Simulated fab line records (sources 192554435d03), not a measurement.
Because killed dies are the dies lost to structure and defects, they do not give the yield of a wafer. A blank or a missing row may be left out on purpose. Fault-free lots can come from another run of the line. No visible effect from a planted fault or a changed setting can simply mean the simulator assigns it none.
Struck lot and sound lot, side by side || flow n5 finfet || 21 steps out of a route of 1938
Sound: the wafers L958.4, L958.5, L958.6. Struck: wafers L964.1, L964.3, L964.6. The cause is named last.
At each step with rows: each side's tool, then ch and its chambers, then its first start. Under that, the readings that differ: sound wafers || struck wafers || difference of the means || sigmas: that difference in standard deviations of wafers without a fault.
alike: same words and numbers on both sides, and readings whose means sit less than 2 such deviations apart. not compared: any withheld reading, any reading some wafer has no value for, any bound like >300 that may hide the same value, and any number with overlapping values for which the record gives no deviation.
A row with sigmas, a row that says differs or no value, or rows on one side alone: a step with any of these is where the two part. Non-overlapping numbers with no deviation appear without sigmas and do not part them. A reading that every wafer of one side lacks parts them only if that side has two wafers or more.

first, 10 steps without rows for these wafers: N5_SD_EPI_N_SRD_20 (time 30 s); N5_SD_EPI_N_PRECLEAN_48 (cleans in NF3:NH3, afs cycles 2, time 20 s, sublimation time 60 s); N5_SD_EPI_N_VAPOR_ETCH_50 (etches Si in HCl, time 54 s); N5_SD_EPI_N_EPI_21 (deposits Si:P, time 690 s); N5_SD_EPI_N_PRECLEAN_24 (cleans in O3/DIW, time 60 s); N5_SD_EPI_N_SRD_25 (time 30 s); N5_SD_EPI_N_PRECLEAN_49 (cleans in NF3:NH3, afs cycles 1, time 20 s, sublimation time 60 s); N5_SD_EPI_N_LINER_46 (material SiNx, target thk 3 nm); N5_SD_EPI_P_COAT_34 (time 60 s, resist thk 350 nm); N5_SD_EPI_P_COAT_35 (time 60 s, resist thk 35 nm).
N5_SD_EPI_P_COAT_03: resist thk 150 nm.
  sound on litho track-05 ch 0, day 6 04:44; struck on litho track-05 ch 0, day 7 17:14
{"reading": "spin speed rpm (rpm)", "sound": "1499.8 1499.4 1500.1", "struck": "1209.0 1207.0 1208.2", "difference": -291.7, "sigmas": "-99 or more"}
{"reading": "model.CAR-ArF-block_of_SD_EPI_P_COAT_03.thk nm (nm)", "sound": "149.8 149.4 149.4", "struck": "167 167.2 166.4", "difference": "+17", "sigmas": ""}
then, 6 steps without rows for these wafers: N5_SD_EPI_P_EBR_05; N5_SD_EPI_P_SOFTBAKE_04 (time 60 s); N5_SD_EPI_P_EXPOSE_06 (exposes mask SD P BLK, target cd 240 nm); N5_SD_EPI_P_PEB_07 (peb time 60 s); N5_SD_EPI_P_DEVELOP_08 (develop time 30 s); N5_SD_EPI_P_DESCUM_14 (chemistry O2, time 7.9 s).
N5_SD_EPI_P_ETCH_36: etches SiARC in CF4, target depth 45.5 nm, time 75.8 s.
  sound on rie diel-05 ch 0,1, day 6 05:13; struck on rie diel-05 ch 1,3, day 7 17:44
{"reading": "model.CAR-ArF-block_of_SD_EPI_P_COAT_03.thk nm (nm)", "sound": "110.6 110.4 110.2", "struck": "128.2 128.4 127.6", "difference": "+17.7", "sigmas": ""}
  alike: drypump motor current A, etch rf on time s, oes product au, rf vpp V, showerhead plenum p Torr, throttle valve pct
  not compared: rf hours counter h
then, 1 step without rows for these wafers: N5_SD_EPI_P_ETCH_37 (etches SOC in N2/H2, overetch 108 nm, time 486 s).
-- a jump in the record: the struck wafers' starts before and after are 5 days apart (it breaks off in module SD_EPI_P and resumes in module BEOL_M4, where the first step shown is number 1111 of the route) --
N5_BEOL_M4_RC_MEAS_101:
  sound on prober-01 ch 0, day 10 21:52; struck on prober-01 ch 0, day 12 17:19
  alike: DIBL_N, DIBL_P, IOFF_N, IOFF_P, ION_N, ION_P, SS_N, SS_P, VT_N, VT_P
-- record jumps: 4 days separate the struck wafers' starts on either side; left off in module BEOL_M4, taken up again in module PASSIVATION, whose first shown step is the route's number 1936 --
N5_PASSIVATION_PROBE_49:
  struck on prober-01, day 16 21:00; sound on prober-01, day 15 04:52
{"reading": "sort_bin_5_function (%)", "sound": "3.6 4.5 4.7", "struck": "6.1 4.3 7.7", "difference": "+1.8", "sigmas": "+2"}
  alike: defect limited yield, killed_at_M0_to_M3, killed_at_M4_up, killed at contacts, killed at front end, killed at other, killed dies, killed open, killed short, sort_bin_6_memory, sort_bin_8_speed, sort n pass, sort yield pct

WHERE THEY PART
Last at N5_PASSIVATION_PROBE_49 as far as this record goes, first at N5_SD_EPI_P_COAT_03.

WHY: whatever the simulator had introduced
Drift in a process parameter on litho track-05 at N5_SD_EPI_P_COAT_03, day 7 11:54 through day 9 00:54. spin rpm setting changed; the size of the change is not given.
